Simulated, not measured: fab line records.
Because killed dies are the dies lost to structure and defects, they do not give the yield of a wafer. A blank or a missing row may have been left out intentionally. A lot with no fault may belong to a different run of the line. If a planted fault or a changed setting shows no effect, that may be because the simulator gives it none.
Split-lot trial | flow n5-finfet | 39 wafers read across 7 lots, on a route 1938 steps long

THE SPLIT
At N5_BEOL_M3_ETCH_41 (etches SiCN in CH3F/O2, target depth 29.9 nm, time 52.5 s), the setting target-depth-a was moved away from the recipe's 299 angstrom on 12 of the 39 wafers read, by -43.5% to +40.3%. This setting was run at the recipe's value on the other wafers.

Reading taken at the split's own step.

THE READING
etch.depth-nm (the simulator's own value, which no gauge read), in nm, at N5_BEOL_M3_ETCH_41 (etches SiCN in CH3F/O2, target depth 29.9 nm, time 52.5 s). There is no usual value for it anywhere in the file. Here, 27 wafers ran the recipe; their average is 20.00 nm with a standard deviation of 0.37 nm.

wafer  | tool, chamber at the split | target-depth-a as run, angstrom | against the recipe | etch.depth-nm, nm | against lot-mates on the recipe
L080.1 | rie-diel-03, 1             | 299                             | recipe             | 20.11             | -
L080.2 | rie-diel-03, 0             | 299                             | recipe             | 19.81             | -
L080.3 | rie-diel-03, 3             | 299                             | recipe             | 20.72             | -
L080.4 | rie-diel-03, 2             | 299                             | recipe             | 19.73             | -
L080.5 | rie-diel-03, 1             | 299                             | recipe             | 20.05             | -
L080.6 | rie-diel-03, 2             | 299                             | recipe             | 19.79             | -
L083.1 | rie-diel-03, 3             | 360.7                           | +20.6%             | 24.82             | +4.83
L083.2 | rie-diel-03, 1             | 360.7                           | +20.6%             | 24.05             | +4.06
L083.3 | rie-diel-03, 2             | 299                             | recipe             | 19.72             | -
L083.4 | rie-diel-03, 3             | 299                             | recipe             | 20.48             | -
L083.5 | rie-diel-03, 1             | 360.7                           | +20.6%             | 24.16             | +4.17
L083.6 | rie-diel-03, 2             | 299                             | recipe             | 19.76             | -
L089.1 | rie-diel-03, 3             | 299                             | recipe             | 20.76             | -
L089.2 | rie-diel-03, 0             | 299                             | recipe             | 20.28             | -
L089.3 | rie-diel-03, 1             | 299                             | recipe             | 19.8              | -
L089.4 | rie-diel-03, 2             | 299                             | recipe             | 19.76             | -
L089.5 | rie-diel-03, 3             | 299                             | recipe             | 20.74             | -
L089.6 | rie-diel-03, 0             | 299                             | recipe             | 20.48             | -
L090.1 | rie-diel-05, 0             | 299                             | recipe             | 19.79             | -
L090.2 | rie-diel-05, 1             | 299                             | recipe             | 19.55             | -
L090.3 | rie-diel-05, 3             | 299                             | recipe             | 20.18             | -
L090.4 | rie-diel-05, 0             | 225.4                           | -24.6%             | 14.9              | -4.94
L090.5 | rie-diel-05, 1             | 225.4                           | -24.6%             | 14.6              | -5.24
L090.6 | rie-diel-05, 3             | 225.4                           | -24.6%             | 15.27             | -4.57
L091.2 | rie-diel-05, 0             | 299                             | recipe             | 19.82             | -
L091.4 | rie-diel-05, 3             | 299                             | recipe             | 20.23             | -
L091.6 | rie-diel-05, 0             | 299                             | recipe             | 20.02             | -
L092.1 | rie-diel-05, 1             | 299                             | recipe             | 19.37             | -
L092.2 | rie-diel-05, 0             | 299                             | recipe             | 19.75             | -
L092.3 | rie-diel-05, 3             | 419.5                           | +40.3%             | 27.79             | +8.18
L092.4 | rie-diel-05, 1             | 419.5                           | +40.3%             | 27.04             | +7.43
L092.5 | rie-diel-05, 3             | 419.5                           | +40.3%             | 27.89             | +8.28
L092.6 | rie-diel-05, 0             | 299                             | recipe             | 19.7              | -
L094.1 | rie-diel-05, 2             | 168.8                           | -43.5%             | 11.43             | -8.43
L094.2 | rie-diel-05, 0             | 168.8                           | -43.5%             | 11.17             | -8.69
L094.3 | rie-diel-05, 1             | 299                             | recipe             | 19.62             | -
L094.4 | rie-diel-05, 3             | 168.8                           | -43.5%             | 11.39             | -8.47
L094.5 | rie-diel-05, 3             | 299                             | recipe             | 20.14             | -
L094.6 | rie-diel-05, 0             | 299                             | recipe             | 19.82             | -

THE FIT
A straight line over all 39 wafers: etch.depth-nm changes by +0.197 nm for each +1% of target-depth-a; r = +0.99; the points scatter about the line by 0.39 nm.
The same after taking each lot's own level away (the mean of its wafers on the recipe; 39 wafers): +0.199 nm for each +1%; r = +1.00; scatter 0.32 nm.
That fit puts the effect of the largest move of target-depth-a on the reading at 8.6 nm.
The lots' own levels span 19.607 to 20.303 nm, that is 1.9 times the standard deviation above.
The two slopes are in agreement: the lot-to-lot level therefore moves the slope only a little.
Check: for one of the wafers moved furthest among these (-43.5%), held out of the fit, the line's prediction against its lot-mates is -8.66 nm. Against them it came out at -8.43 nm.

OTHER SPLITS APPLIED TO THESE WAFERS
Note: prior to the reading, these wafers also went through further splits. Each is held against what the fit with the lots' levels taken away leaves over:
other split on the same wafers  | wafers away from the commonest value | r with etch.depth-nm (lot level and that fit taken away)
N5_BEOL_M0_SAQP_PECVD_04 time-s | 9                                    | +0.08

FILE'S OWN FIT
etch.depth-nm changes by +0.198 nm for each +1% of target-depth-a, r = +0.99.
